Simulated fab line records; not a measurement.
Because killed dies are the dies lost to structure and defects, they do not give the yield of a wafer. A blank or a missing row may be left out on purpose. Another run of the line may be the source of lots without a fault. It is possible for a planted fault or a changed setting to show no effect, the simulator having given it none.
Chamber matching / flow nand-harc / NHARC_A_CHANNEL_FILL_D2_ALD_14 on ald-hk-02: 4 sister chambers
The step deposits SiO2, target thk 2.5 nm, pulse time 10 s, ald cycles 25. 24 wafers are shown with their chamber, then 12 later ones without.

## WAFERS, EACH WITH ITS CHAMBER
wafer=L076.2; chamber=2; heater-power-w (W)=477; precursor-pulse-height-rel=0.986
wafer=L076.3; chamber=1; heater-power-w (W)=456; precursor-pulse-height-rel=1.031
wafer=L076.4; chamber=3; heater-power-w (W)=457; precursor-pulse-height-rel=1.000
wafer=L079.1; chamber=0; heater-power-w (W)=387; precursor-pulse-height-rel=1.002
wafer=L079.2; chamber=3; heater-power-w (W)=488; precursor-pulse-height-rel=1.016
wafer=L079.4; chamber=1; heater-power-w (W)=470; precursor-pulse-height-rel=1.028
wafer=L079.3; chamber=2; heater-power-w (W)=496; precursor-pulse-height-rel=0.974
wafer=L079.5; chamber=3; heater-power-w (W)=485; precursor-pulse-height-rel=1.007
wafer=L079.6; chamber=0; heater-power-w (W)=378; precursor-pulse-height-rel=0.989
wafer=L083.1; chamber=1; heater-power-w (W)=465; precursor-pulse-height-rel=1.009
wafer=L083.4; chamber=2; heater-power-w (W)=490; precursor-pulse-height-rel=0.993
wafer=L083.5; chamber=3; heater-power-w (W)=486; precursor-pulse-height-rel=0.946
wafer=L084.2; chamber=2; heater-power-w (W)=477; precursor-pulse-height-rel=1.011
wafer=L084.3; chamber=1; heater-power-w (W)=472; precursor-pulse-height-rel=0.996
wafer=L084.6; chamber=2; heater-power-w (W)=484; precursor-pulse-height-rel=1.006
wafer=L085.1; chamber=2; heater-power-w (W)=483; precursor-pulse-height-rel=1.013
wafer=L085.3; chamber=0; heater-power-w (W)=396; precursor-pulse-height-rel=1.009
wafer=L085.6; chamber=3; heater-power-w (W)=486; precursor-pulse-height-rel=1.022
wafer=L086.2; chamber=0; heater-power-w (W)=377; precursor-pulse-height-rel=0.986
wafer=L086.3; chamber=1; heater-power-w (W)=473; precursor-pulse-height-rel=1.014
wafer=L086.4; chamber=2; heater-power-w (W)=496; precursor-pulse-height-rel=0.993
wafer=L087.2; chamber=3; heater-power-w (W)=482; precursor-pulse-height-rel=1.003
wafer=L087.3; chamber=2; heater-power-w (W)=478; precursor-pulse-height-rel=1.016
wafer=L087.6; chamber=1; heater-power-w (W)=462; precursor-pulse-height-rel=0.993

SIGNATURES (averages over the wafers above)
reading=heater-power-w; chamber 0=384.50; chamber 1=466.33; chamber 2=485.12; chamber 3=480.67; scatter within a chamber=8.93
reading=precursor-pulse-height-rel; chamber 0=0.99650; chamber 1=1.01183; chamber 2=0.99900; chamber 3=0.99900; scatter within a chamber=0.0185
Rule: distance of a wafer from a chamber = root of the sum over the readings of ((wafer's reading minus chamber's mean) / reading's scatter) squared. The wafer belongs to the nearest chamber; if the next one is less than 2 further off, it can't be placed. How the scatter is found: for the shown wafers, subtract from each reading the mean of its chamber, square and add these, divide the total by (wafers less chambers), then take the root.

## WAFERS WHOSE CHAMBER IS MISSING
wafer=L093.2; heater-power-w (W)=389; precursor-pulse-height-rel=1.002
wafer=L093.3; heater-power-w (W)=483; precursor-pulse-height-rel=0.993
wafer=L093.5; heater-power-w (W)=471; precursor-pulse-height-rel=1.012
wafer=L093.1; heater-power-w (W)=467; precursor-pulse-height-rel=1.009
wafer=L093.4; heater-power-w (W)=479; precursor-pulse-height-rel=1.037
wafer=L093.6; heater-power-w (W)=481; precursor-pulse-height-rel=1.015
wafer=L094.1; heater-power-w (W)=484; precursor-pulse-height-rel=0.962
wafer=L094.3; heater-power-w (W)=384; precursor-pulse-height-rel=1.006
wafer=L094.4; heater-power-w (W)=481; precursor-pulse-height-rel=0.988
wafer=L095.3; heater-power-w (W)=489; precursor-pulse-height-rel=1.036
wafer=L095.5; heater-power-w (W)=492; precursor-pulse-height-rel=1.010
wafer=L095.6; heater-power-w (W)=391; precursor-pulse-height-rel=1.015

## WHICH CHAMBER EACH WENT THROUGH
wafer=L093.2; from the rows above=0; in truth=0
wafer=L093.3; from the rows above=can't be placed: 2 or 3 or 1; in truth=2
wafer=L093.5; from the rows above=can't be placed: 1 or 3 or 2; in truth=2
wafer=L093.1; from the rows above=can't be placed: 1 or 3 or 2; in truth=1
wafer=L093.4; from the rows above=can't be placed: 1 or 3 or 2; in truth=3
wafer=L093.6; from the rows above=can't be placed: 3 or 2 or 1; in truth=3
wafer=L094.1; from the rows above=can't be placed: 2 or 3 or 1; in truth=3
wafer=L094.3; from the rows above=0; in truth=0
wafer=L094.4; from the rows above=can't be placed: 3 or 2 or 1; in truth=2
wafer=L095.3; from the rows above=can't be placed: 2 or 3 or 1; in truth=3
wafer=L095.5; from the rows above=can't be placed: 2 or 3 or 1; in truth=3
wafer=L095.6; from the rows above=0; in truth=0
Correct placement for 3 of the 12. These rows do not allow placing 9 (true chamber among the candidates in 9). Number placed wrongly: 0.
